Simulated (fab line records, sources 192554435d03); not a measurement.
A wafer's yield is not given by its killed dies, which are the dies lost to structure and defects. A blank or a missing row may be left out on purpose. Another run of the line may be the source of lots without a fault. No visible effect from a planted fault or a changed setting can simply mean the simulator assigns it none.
fab line records	flow n5_finfet
record: lots: 9	wafers: 27	last_day: 19
route steps=1938 shown BEOL_M3@933 BEOL_M4@1111 PASSIVATION@1936
lots that met no fault: from a run of the same line without faults
start_h: start of the lot's first displayed wafer, in hours after the record's first day	wait_h: hours since the lot's step before	" the same as in the row above	L1.1+2: a row that stands for several wafers	- no value present, or no start provided	* or withheld: withheld	< > ~ a bound
route shown NAME@n: names a module that has steps shown in the file, with the first one's number in the route	usual: mean/standard deviation taken from wafers without a fault	same: alike in all rows	chamber/n: place in a boat	sites: readings site by site	_std_site: the standard deviation of these	_edge_site: the outer-site mean with the inner-site mean subtracted	radius_mm: how far each site lies from the wafer's centre	mask NAME#n: copy n	behind: the tool/chamber that last shaped the wafer	hold: what put the lot on hold/how long, in hours/how the hold closed	device: whichever transistor did not switch (one of n, p or np)	end of line: tests of these same wafers at the route's end	where a step has no rows: the recipe by itself	killed: the dies lost at the first sort to structure and to defects; this is not the yield of the wafer	map: shows each die of a wafer: x if killed, . if not, _ if none is there
set.NAME: the setting that was run; set.NAME@STEP: the one run at that earlier step	model.NAME: the simulator's own value behind a step, which no gauge read
route steps across a sampled set of lots; one table per step, one row per wafer
services: when a tool's chamber went out of use (start_h, in hours from the record's first day, below 0 if earlier), for how many hours, and the reason
== steps ==
step: N5_BEOL_M3_PECVD_72
recipe: material: SiO2	target_thk_a: 160	temp_c: 400	precursor: TEOS/O2	pressure_torr: 5.5	rf_w: 450	teos_flow_sccm: 53.8	gas: O2	flow_sccm: 3000	time_s: 18
usual: heater_power_outer_w: 420/70	heater_power_w: 712/91	showerhead_plenum_p_Torr: 8.76/0.043	throttle_valve_pct: 22.3/0.58
lot.wafer	tool	chamber	start_h	wait_h	heater_power_outer_w	heater_power_w	showerhead_plenum_p_Torr	throttle_valve_pct
L193.2	pecvd-04	0	153.22	0.0	525	899	8.81	21.7
L193.3	"	1	"	"	326	568	8.70	22.5
L193.5	"	2	"	"	413	657	8.71	21.6
L195.1	pecvd-02	1	174.13	0.0	470	732	8.83	21.8
L195.2	"	2	"	"	420	700	8.79	22.6
L195.5	"	1	"	"	460	737	8.79	21.9
L196.2	pecvd-04	2	175.43	0.0	415	681	8.70	21.4
L196.4	"	2	"	"	408	673	8.70	21.3
L196.6	"	1	"	"	285	518	8.69	22.9
L198.1	pecvd-04	0	197.98	0.0	476	818	8.78	22.0
L198.2	"	1	"	"	307	540	8.70	22.7
L198.4	"	1	"	"	306	535	8.70	22.7
L207.2	pecvd-04	2	230.86	0.0	379	618	8.73	21.9
L207.3	"	1	"	"	329	564	8.71	22.7
L207.5	"	1	"	"	326	568	8.72	22.9
L210.2	pecvd-04	1	263.77	0.0	347	572	8.70	22.9
L210.5	"	0	"	"	452	802	8.79	21.9
L210.6	"	1	"	"	351	584	8.71	22.9
L211.1	pecvd-04	2	273.09	0.0	403	690	8.70	22.2
L211.5	"	1	"	"	317	551	8.70	22.8
L211.6	"	2	"	"	416	682	8.70	22.1
L215.1	pecvd-02	0	293.29	0.0	340	639	8.76	22.0
L215.3	"	1	"	"	574	870	8.82	21.8
L215.4	"	2	"	"	375	613	8.80	21.4
L216.2	pecvd-03	1	298.85	0.0	363	690	8.74	22.9
L216.3	"	2	"	"	461	759	8.74	22.3
L216.5	"	1	"	"	370	693	8.71	23.4
step: N5_BEOL_M3_ANNEAL_91
recipe: temp_c: 400	time_s: 240	ambient: vacuum
usual: heater_power_w: 811/41	susceptor_temp_C_max: 401.1/0.45
lot.wafer	tool	chamber	start_h	wait_h	heater_power_w	susceptor_temp_C_max
L193.2	pvd_sputter-01	-	163.37	0.0	840	400.9
L193.3	"	-	"	"	703	400.7
L193.5	"	-	"	"	711	401.3
L196.2	pvd_sputter-03	-	187.33	0.0	854	401.5
L196.4	"	-	"	"	829	400.5
L196.6	"	-	"	"	824	401.2
L195.1	pvd_sputter-02	-	194.79	0.0	775	401.3
L195.2	"	-	"	"	821	401.9
L195.5	"	-	"	"	808	401.2
L198.1	pvd_sputter-02	-	207.55	0.0	792	400.8
L198.2	"	-	"	"	801	401.1
L198.4	"	-	"	"	880	401.1
L207.2	pvd_sputter-01	-	252.16	0.0	790	400.5
L207.3	"	-	"	"	820	400.8
L207.5	"	-	"	"	832	401.3
L210.2	pvd_sputter-02	-	273.59	0.0	846	401.6
L210.5	"	-	"	"	838	401.7
L210.6	"	-	"	"	796	401.9
L211.1	pvd_sputter-02	-	282.82	0.0	775	401.1
L211.5	"	-	"	"	798	401.0
L211.6	"	-	"	"	804	402.3
L215.1	pvd_sputter-01	-	301.47	0.0	730	400.6
L215.3	"	-	"	"	837	401.5
L215.4	"	-	"	"	832	400.9
L216.2	pvd_sputter-02	-	315.39	0.0	800	400.7
L216.3	"	-	"	"	839	401.4
L216.5	"	-	"	"	773	400.7
step: N5_BEOL_M3_CMP_52
recipe: stop_on: SiOC	t_overpolish_s: 6.8	down_force_psi: 1	platen_rpm: 50	clearing_platen_down_force_psi: 1.5	clearing_platen_rpm: 50	post_cmp_clean: cu_alkaline	target_thk_nm: 40	clearing_platen_pad_velocity_m_s: 0.99484	pad_velocity_m_s: 0.99484
usual: barrier_field_endpoint_s: 24.6/0.56	clearing_platen_down_force_psi: 1.5003/0.0026	motor_current_A: 6.1/0.43	pad_life_wafers: 1054/740	slurry_flow_ml_min: 150.0/0.5
lot.wafer	tool	chamber	start_h	wait_h	barrier_field_endpoint_s	clearing_platen_down_force_psi	motor_current_A	pad_life_wafers	slurry_flow_ml_min
L193.2	cmp-01	0	164.52	0.3	25.1	1.4970	6.0	1052	150.3
L193.3	"	1	"	"	24.7	1.5012	6.7	1053	149.9
L193.5	"	2	"	"	24.9	1.5041	5.9	-	150.6
L196.2	cmp-01	0	188.41	0.2	24.7	1.5040	6.1	1248	150.3
L196.4	"	3	"	"	24.7	1.5022	6.1	1251	149.5
L196.6	"	1	"	"	24.4	1.4978	6.6	-	149.3
L195.2	cmp-03	1	195.90	0.2	24.6	1.4978	5.2	1	149.4
L195.1	"	3	"	"	24.8	1.4960	5.9	3	150.0
L195.5	"	0	"	"	25.3	1.5022	5.9	-	149.6
L198.4	cmp-02	0	208.68	0.2	24.9	1.5013	6.6	1405	150.3
L198.1	"	1	"	"	24.6	1.5045	5.9	1406	150.1
L198.2	"	2	"	"	24.6	1.4987	6.0	1407	150.9
L207.3	cmp-03	2	253.24	0.2	24.8	1.5005	6.9	456	150.1
L207.2	"	1	"	"	24.7	1.4989	5.3	459	150.0
L207.5	"	3	"	"	25.0	1.4968	5.5	-	149.2
L210.2	cmp-02	3	274.71	0.3	20.1	1.4960	6.4	1951	150.4
L210.6	"	2	"	"	20.0	1.5071	5.7	-	150.5
L210.5	"	3	"	"	24.5	1.5023	6.3	-	150.8
L211.1	cmp-03	1	284.01	0.4	24.2	1.5015	5.7	711	149.8
L211.5	"	2	"	"	24.6	1.5033	6.6	-	149.7
L211.6	"	3	"	"	20.0	1.5025	6.0	-	149.9
L215.4	cmp-01	2	302.56	0.1	23.5	1.5006	5.8	0	149.6
L215.3	"	3	"	"	24.0	1.5002	6.8	1	149.7
L215.1	"	0	"	"	23.5	1.5068	5.8	2	149.7
L216.3	cmp-02	0	316.50	0.2	24.4	1.4991	5.7	247	149.8
L216.2	"	1	"	"	24.8	1.4999	6.0	248	150.7
L216.5	"	3	"	"	24.8	1.4990	6.0	-	150.1
step: N5_BEOL_M3_RS_MEAS_58
recipe: thk_meas_gauge: four-point-probe	reads: Co_of_BEOL_M3_CO_CAP_55+Cu_of_BEOL_M3_ECD_50+Co_of_BEOL_M3_CVD_47+TaN_of_BEOL_M3_ALD_84
usual: M3_RS: 0.669/0.028
lot.wafer	tool	chamber	start_h	wait_h	M3_RS[ohm/sq]
L193.2	film_metro-01	-	165.00	0.1	0.642
L193.3	"	-	"	"	0.652
L193.5	"	-	"	"	0.639
L196.2	film_metro-01	-	188.96	0.1	0.679
L196.4	"	-	"	"	0.631
L196.6	"	-	"	"	0.652
L195.1	film_metro-01	-	196.42	0.0	0.705
L195.2	"	-	"	"	0.696
L195.5	"	-	"	"	0.690
L198.1	film_metro-02	-	209.20	0.0	0.692
L198.2	"	-	"	"	0.690
L198.4	"	-	"	"	0.665
L207.2	film_metro-02	-	253.79	0.1	0.662
L207.3	"	-	"	"	0.641
L207.5	"	-	"	"	0.645
L210.2	film_metro-01	-	275.23	0.1	0.684
L210.5	"	-	"	"	0.650
L210.6	"	-	"	"	0.640
L211.1	film_metro-01	-	284.45	0.0	0.653
L211.5	"	-	"	"	0.663
L211.6	"	-	"	"	0.611
L215.1	film_metro-02	-	303.11	0.0	0.686
L215.3	"	-	"	"	0.719
L215.4	"	-	"	"	0.684
L216.2	film_metro-02	-	317.01	0.1	0.631
L216.3	"	-	"	"	0.649
L216.5	"	-	"	"	0.616
step: N5_BEOL_M3_INSPECT_59
recipe: inspect_instrument: darkfield	mode: post_dep
usual: raw_defect_count: 74/25
lot.wafer	tool	chamber	start_h	wait_h	raw_defect_count
L193.2	defect_inspect-02	-	165.02	0.0	74
L193.3	"	-	"	"	62
L193.5	"	-	"	"	66
L196.2	defect_inspect-02	-	188.99	0.0	101
L196.4	"	-	"	"	63
L196.6	"	-	"	"	56
L195.1	defect_inspect-02	-	196.44	0.0	62
L195.2	"	-	"	"	66
L195.5	"	-	"	"	82
L198.1	defect_inspect-01	-	209.22	0.0	76
L198.2	"	-	"	"	50
L198.4	"	-	"	"	48
L207.2	defect_inspect-02	-	253.82	0.0	68
L207.3	"	-	"	"	45
L207.5	"	-	"	"	59
L210.2	defect_inspect-01	-	275.26	0.0	48
L210.5	"	-	"	"	37
L210.6	"	-	"	"	61
L211.1	defect_inspect-02	-	284.47	0.0	127
L211.5	"	-	"	"	93
L211.6	"	-	"	"	121
L215.1	defect_inspect-02	-	303.14	0.0	77
L215.3	"	-	"	"	99
L215.4	"	-	"	"	79
L216.2	defect_inspect-01	-	317.04	0.0	114
L216.3	"	-	"	"	86
L216.5	"	-	"	"	64
step: N5_BEOL_M4_RC_MEAS_101
usual: DIBL_N: 36.4/1.4	DIBL_P: 36.4/1.5	IOFF_N: 0.156/0.022	IOFF_P: 0.210/0.023	ION_N: 675/9.1	ION_P: 463/5.7	SS_N: 71.6/0.45	SS_P: 73.3/0.56	VT_N: 250/3.1	VT_P: -250.3/2.3
lot.wafer	tool	chamber	start_h	wait_h	DIBL_N[mV/V]	DIBL_P[mV/V]	IOFF_N[nA/um]	IOFF_P[nA/um]	ION_N[uA/um]	ION_P[uA/um]	SS_N[mV/dec]	SS_P[mV/dec]	VT_N[mV]	VT_P[mV]
L193.2	prober-01	0	198.47	0.2	35.5	32.1	0.117	0.181	667	459	71.3	73.0	259	-252.0
L193.3	"	0	"	"	38.7	36.9	0.175	0.263	674	463	72.3	73.6	249	-247.5
L193.5	"	0	"	"	37.8	35.6	0.158	0.238	680	465	72.1	74.2	251	-249.4
L196.2	prober-01	0	204.34	0.2	36.2	35.6	0.170	0.205	681	461	72.0	73.3	244	-249.8
L196.4	"	0	"	"	36.3	34.6	0.162	0.180	673	455	71.7	73.7	249	-252.2
L196.6	"	0	"	"	35.1	34.0	0.144	0.169	677	454	71.5	73.6	250	-253.3
L195.1	prober-02	0	222.00	0.0	34.5	34.8	0.139	0.180	663	453	71.0	72.3	252	-248.9
L195.2	"	0	"	"	35.7	36.9	0.163	0.217	672	459	71.0	73.5	248	-248.0
L195.5	"	0	"	"	35.5	37.1	0.166	0.213	678	462	71.6	73.3	248	-248.4
L198.1	prober-01	0	223.88	0.0	33.9	35.1	0.142	0.200	676	467	71.2	72.2	248	-251.3
L198.2	"	0	"	"	35.9	38.1	0.189	0.241	688	465	72.3	73.4	245	-246.9
L198.4	"	0	"	"	34.0	34.8	0.141	0.192	663	462	70.7	72.0	251	-251.6
L207.2	prober-02	0	278.18	0.2	34.3	34.7	0.131	0.183	677	454	71.0	72.3	253	-253.8
L207.3	"	0	"	"	34.9	35.8	0.144	0.193	670	459	72.1	73.5	251	-255.0
L207.5	"	0	"	"	35.4	36.5	0.149	0.196	668	457	71.8	73.2	254	-253.3
L210.2	prober-01	0	301.47	0.2	37.7	37.1	0.167	0.210	682	461	71.6	74.3	249	-251.9
L210.5	"	0	"	"	36.4	35.4	0.154	0.189	687	463	71.4	73.1	249	-252.3
L210.6	"	0	"	"	38.5	38.0	0.188	0.223	690	471	71.9	73.9	245	-251.3
L211.1	prober-02	0	306.09	0.0	39.0	37.6	0.191	0.251	683	470	72.0	73.5	250	-247.7
L211.5	"	0	"	"	37.2	35.8	0.156	0.227	678	469	71.0	73.2	251	-247.3
L211.6	"	0	"	"	37.0	35.3	0.150	0.210	674	462	71.3	73.4	253	-249.9
L215.1	prober-02	0	327.70	0.0	37.2	38.6	0.187	0.259	685	477	72.3	73.5	246	-249.3
L215.3	"	0	"	"	36.8	37.0	0.166	0.228	671	465	72.1	74.1	248	-249.0
L215.4	"	0	"	"	35.9	35.9	0.152	0.212	675	467	71.6	73.8	249	-250.1
L216.2	prober-02	0	342.34	0.2	37.0	38.0	0.164	0.233	669	468	71.6	73.6	250	-249.7
L216.3	"	0	"	"	35.1	36.5	0.139	0.205	669	465	71.4	72.4	252	-248.6
L216.5	"	0	"	"	36.8	38.2	0.174	0.235	676	467	71.8	72.8	249	-249.1
step: N5_PASSIVATION_PROBE_49
usual: defect_limited_yield: 91.5/1.3	killed_at_M0_to_M3: 33/10	killed_at_M4_up: 13/4	killed_at_contacts: 12/6.3	killed_at_front_end: 39/11	killed_at_other: 3.4/2.6	killed_dies: 100/15	killed_open: 65/11	killed_short: 34/7.8	sort_bin_5_function: 5.0/0.89	sort_bin_6_memory: 3.2/0.58	sort_n_pass: 1080/15	sort_yield_pct: 91.5/1.3
same: gross_dies: 1180	killed_at_back_side: 0	sort_bin_4_leakage[%]: 0	sort_bin_8_speed[%]: 0
lot.wafer	tool	chamber	start_h	wait_h	defect_limited_yield[%]	killed_at_M0_to_M3	killed_at_M4_up	killed_at_contacts	killed_at_front_end	killed_at_other	killed_dies	killed_open	killed_short	sort_bin_5_function[%]	sort_bin_6_memory[%]	sort_n_pass	sort_yield_pct[%]
L207.5	prober-01	-	392.66	0.2	90.2	44	14	18	30	10	116	82	32	5.1	4.4	1064	90.2
killed by level:class
L207.5 MOL_CONTACT_COAG:geometric_particle:open=16 BEOL_M2:geometric_particle:open=12 BEOL_M0_SAQP:geometric_particle:short=9 BEOL_M0_SAQP:geometric_particle:open=6 FIN_SAQP:geometric_particle:open=5 DUMMY_GATE:geometric_particle:open=5 BEOL_M5:geometric_particle:open=5 BEOL_M0:geometric_particle:open=5
== services ==
tool	chamber	start_h	hours	kind
cmp-03	-	134.35	1.1	repair
pvd_sputter-01	-	139.40	1.8	repair
pecvd-02	-	149.75	5.7	repair
cmp-02	-	152.69	6.7	pm
cmp-02	-	161.78	1.0	repair
cmp-03	-	164.44	0.8	repair
cmp-03	-	177.97	0.9	repair
cmp-02	-	178.59	2.0	repair
pvd_sputter-02	-	186.11	7.3	repair
cmp-02	-	187.59	1.3	repair
cmp-03	-	191.59	4.0	pm
pecvd-04	-	200.31	1.6	repair
cmp-03	-	207.61	4.0	pm
cmp-02	-	216.19	1.5	repair
cmp-01	-	219.42	6.5	repair
cmp-01	-	232.07	3.1	pm
cmp-02	-	238.51	0.8	repair
cmp-01	-	240.79	0.9	repair
cmp-02	-	283.74	4.0	pm
pvd_sputter-01	-	283.92	0.7	repair
cmp-03	-	289.82	0.5	repair
cmp-01	-	298.50	4.0	pm
cmp-01	-	304.50	4.9	pm
pecvd-02	-	307.15	0.7	repair
== key ==
first_sign: step: N5_BEOL_M3_CMP_52	reading: barrier_field_endpoint_s	direction: down	sigmas: 8	usual: 24.6	struck: 20.0
effect none on later readings
met_at N5_BEOL_M3_PECVD_72
struck_lots L210,L211
struck_wafers L210.2,L210.6,L211.6
not_acting_at N5_BEOL_M3_ANNEAL_91,N5_BEOL_M3_RS_MEAS_58,N5_BEOL_M3_INSPECT_59
onset_between 230.86 263.77
fault: kind: process_parameter_drift	tool: pecvd-04	chamber: -	onset_h: 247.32	steps: N5_BEOL_M3_PECVD_72	channel: time_s	offset: *	shape: step	end_h: 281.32	scope: struck_wafers_only	acts_in: *	stated: *
